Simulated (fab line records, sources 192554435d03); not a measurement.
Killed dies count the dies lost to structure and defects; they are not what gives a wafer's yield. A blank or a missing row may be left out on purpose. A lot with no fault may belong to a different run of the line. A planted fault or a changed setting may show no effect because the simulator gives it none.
Lot-split experiment    flow n5_finfet    on a route of 1938 steps: 7 lots, 21 wafers read

== THE SPLIT ITSELF ==
At N5_BEOL_M5_TRENCH_ETCH_37 (etches SiCOH lowk in C4F6/O2, target depth 71.652 nm, time 24.7 s), the setting time_s was moved away from the recipe's 24.7 s on 8 of the 21 wafers read, by -12.3% to +21.7%. The other wafers ran this setting at the recipe's value.

Reading taken at the split's own step.

== THE READING ==
etch.depth_nm (the simulator's own value, which no gauge read), in nm, at N5_BEOL_M5_TRENCH_ETCH_37 (etches SiCOH lowk in C4F6/O2, target depth 71.652 nm, time 24.7 s). No usual value for it is given in the file. The 13 wafers here that ran the recipe average 71.13 nm, standard deviation 1.9 nm.

wafer   tool, chamber at the split  time_s as run, s  against the recipe  etch.depth_nm, nm  against lot-mates on the recipe
L082.2  rie_diel-01, 0              24.7              recipe              74.06              -
L082.3  rie_diel-01, 1              29.33             +18.7%              83.71              +9.65
L082.5  rie_diel-01, 3              29.33             +18.7%              84.42              +10.36
L083.4  rie_diel-02, 0              24.7              recipe              69.83              -
L083.5  rie_diel-02, 1              30.07             +21.7%              86.34              +16.51
L083.6  rie_diel-02, 2              30.07             +21.7%              87.7               +17.87
L084.2  rie_diel-01, 0              24.7              recipe              73.37              -
L084.4  rie_diel-01, 1              27.99             +13.3%              78.04              +6.36
L084.5  rie_diel-01, 3              24.7              recipe              69.99              -
L085.2  rie_diel-01, 1              24.7              recipe              70.39              -
L085.3  rie_diel-01, 3              24.7              recipe              70.27              -
L085.5  rie_diel-01, 1              24.7              recipe              69.82              -
L088.1  rie_diel-01, 2              24.7              recipe              70.6               -
L088.2  rie_diel-01, 3              24.7              recipe              68.93              -
L088.5  rie_diel-01, 1              24.7              recipe              68.91              -
L093.1  rie_diel-06, 0              24.7              recipe              74.66              -
L093.3  rie_diel-06, 1              27.17             +10.0%              79.25              +4.59
L093.4  rie_diel-06, 2              27.17             +10.0%              80.51              +5.85
L096.1  rie_diel-02, 0              24.7              recipe              70.84              -
L096.3  rie_diel-02, 2              21.67             -12.3%              63.93              -8.01
L096.4  rie_diel-02, 3              24.7              recipe              73.04              -

THE FIT
A straight line over all 21 wafers: etch.depth_nm changes by +0.695 nm for each +1% of time_s; r = +0.96; the points scatter about the line by 1.8 nm.
The same after taking each lot's own level away (the mean of its wafers on the recipe; 21 wafers): +0.656 nm for each +1%; r = +0.97; scatter 1.6 nm.
That fit puts the effect of the largest move of time_s on the reading at 14 nm.
The span of the lots' own levels, 69.480 to 74.660 nm, comes to 2.8 times the standard deviation stated above.
The two slopes agree, so the slope changes little with the lot-to-lot level.
Check: for one of the wafers moved furthest among these (+21.7%), held out of the fit, the line's prediction against its lot-mates is +13.4 nm. It came out at +16.5 nm against them.

== THESE WAFERS: OTHER SPLITS ==
Before the reading, these wafers also passed through other splits. Each is held against what the fit with the lots' levels taken away leaves over:
other split on the same wafers                wafers away from the commonest value  r with etch.depth_nm (lot level and that fit taken away)
N5_MOL_CONTACT_COAG_CONTACT_ETCH_14 source_w  4                                     -0.10
N5_MOL_CONTACT_COAG_VIA_ETCH_117 bias_w       5                                     +0.24
N5_BEOL_M2_ILD_DEP_00 time_s                  9                                     -0.12
N5_BEOL_M2_DEP_57 time_s                      10                                    -0.39
N5_BEOL_M4_COAT_22 spin_rpm                   7                                     -0.15
N5_BEOL_M4_EXPOSE_25 dose_mj                  10                                    -0.21
N5_BEOL_M4_ALD_98 temp_c                      6                                     -0.07

== THE WHOLE CHAIN: every reading that the file lists as answering this split, in the file's order ==
step                       what it does                                                       reading                                                                    change (the file's fit)                r (the file's)
N5_BEOL_M5_TRENCH_ETCH_37  etches SiCOH lowk in C4F6/O2, target depth 71.652 nm, time 24.7 s  BEOL_M5.feature_depth_nm (the simulator's own value, which no gauge read)  +0.637 nm for each +1% of the setting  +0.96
N5_BEOL_M5_TRENCH_ETCH_37  etches SiCOH lowk in C4F6/O2, target depth 71.652 nm, time 24.7 s  etch.depth_nm (the simulator's own value, which no gauge read)             +0.636 nm for each +1% of the setting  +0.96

== FILE'S OWN FIT ==
etch.depth_nm changes by +0.636 nm for each +1% of time_s, r = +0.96.
